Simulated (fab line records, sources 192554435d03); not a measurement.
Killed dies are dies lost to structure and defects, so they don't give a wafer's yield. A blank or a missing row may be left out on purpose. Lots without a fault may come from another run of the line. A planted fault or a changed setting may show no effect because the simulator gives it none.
Chamber matching | flow n5_finfet | N5_BEOL_M3_CO_CAP_55 on cvd_co-01: 3 sister chambers
The step material Co, precursor CCTBA/H2, target thk 2 nm, time 102.1 s. 36 wafers are shown with their chamber, then 12 later ones without.

WAFERS WITH THEIR CHAMBER
wafer  | chamber | heater_power_w (W) | heater_power_outer_w (W)
L075.1 | 0       | 223                | 122
L075.2 | 1       | 272                | 128
L075.4 | 0       | 228                | 122
L077.1 | 2       | 223                | 121
L077.5 | 0       | 228                | 124
L077.6 | 1       | 274                | 133
L079.1 | 2       | 215                | 125
L079.2 | 0       | 220                | 122
L079.3 | 1       | 271                | 128
L080.2 | 2       | 214                | 126
L080.5 | 0       | 219                | 119
L080.6 | 2       | 222                | 122
L083.1 | 1       | 270                | 130
L083.3 | 2       | 226                | 125
L083.5 | 1       | 276                | 130
L084.1 | 2       | 219                | 119
L084.3 | 1       | 273                | 130
L084.6 | 2       | 223                | 122
L085.3 | 0       | 224                | 123
L085.4 | 0       | 220                | 125
L085.5 | 2       | 219                | 122
L088.1 | 1       | 272                | 134
L088.3 | 0       | 219                | 121
L088.4 | 2       | 221                | 120
L089.1 | 1       | 280                | 130
L089.3 | 2       | 221                | 125
L089.6 | 0       | 228                | 124
L090.1 | 2       | 228                | 120
L090.3 | 1       | 281                | 133
L090.5 | 0       | 226                | 125
L092.1 | 0       | 222                | 125
L092.2 | 2       | 221                | 121
L092.3 | 1       | 268                | 130
L093.1 | 2       | 225                | 124
L093.2 | 1       | 279                | 136
L093.4 | 2       | 219                | 125

SIGNATURES (means of the wafers above)
reading              | chamber 0 | chamber 1 | chamber 2 | scatter within a chamber
heater_power_w       | 223.36    | 274.18    | 221.14    | 3.95
heater_power_outer_w | 122.91    | 131.09    | 122.64    | 2.28
Rule: a wafer's distance from a chamber is the root of the sum, over the readings, of the square of ((its reading less the chamber's mean) divided by the reading's scatter). The wafer belongs to the nearest chamber; if the next one is less than 2 further off, it can't be placed. The scatter: the root of (the sum of the squares of (reading less its chamber's mean) over the shown wafers, divided by (wafers less chambers)).

WAFERS WITHOUT THEIR CHAMBER
wafer  | heater_power_w (W) | heater_power_outer_w (W)
L094.2 | 266                | 131
L094.4 | 220                | 123
L094.6 | 270                | 132
L095.1 | 218                | 119
L095.4 | 221                | 123
L095.6 | 273                | 133
L096.2 | 228                | 127
L096.4 | 225                | 125
L096.6 | 223                | 124
L097.3 | 274                | 131
L097.4 | 220                | 124
L097.5 | 221                | 123

WHICH CHAMBER EACH WENT THROUGH
wafer  | from the rows above     | in truth
L094.2 | 1                       | 1
L094.4 | can't be placed: 2 or 0 | 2
L094.6 | 1                       | 1
L095.1 | can't be placed: 2 or 0 | 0
L095.4 | can't be placed: 2 or 0 | 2
L095.6 | 1                       | 1
L096.2 | can't be placed: 0 or 2 | 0
L096.4 | can't be placed: 0 or 2 | 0
L096.6 | can't be placed: 0 or 2 | 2
L097.3 | 1                       | 1
L097.4 | can't be placed: 2 or 0 | 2
L097.5 | can't be placed: 2 or 0 | 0
Placed correctly: 4 of 12. Can't be placed from these rows: 8 (the true chamber is among the candidates in 8). Placed wrongly: 0.
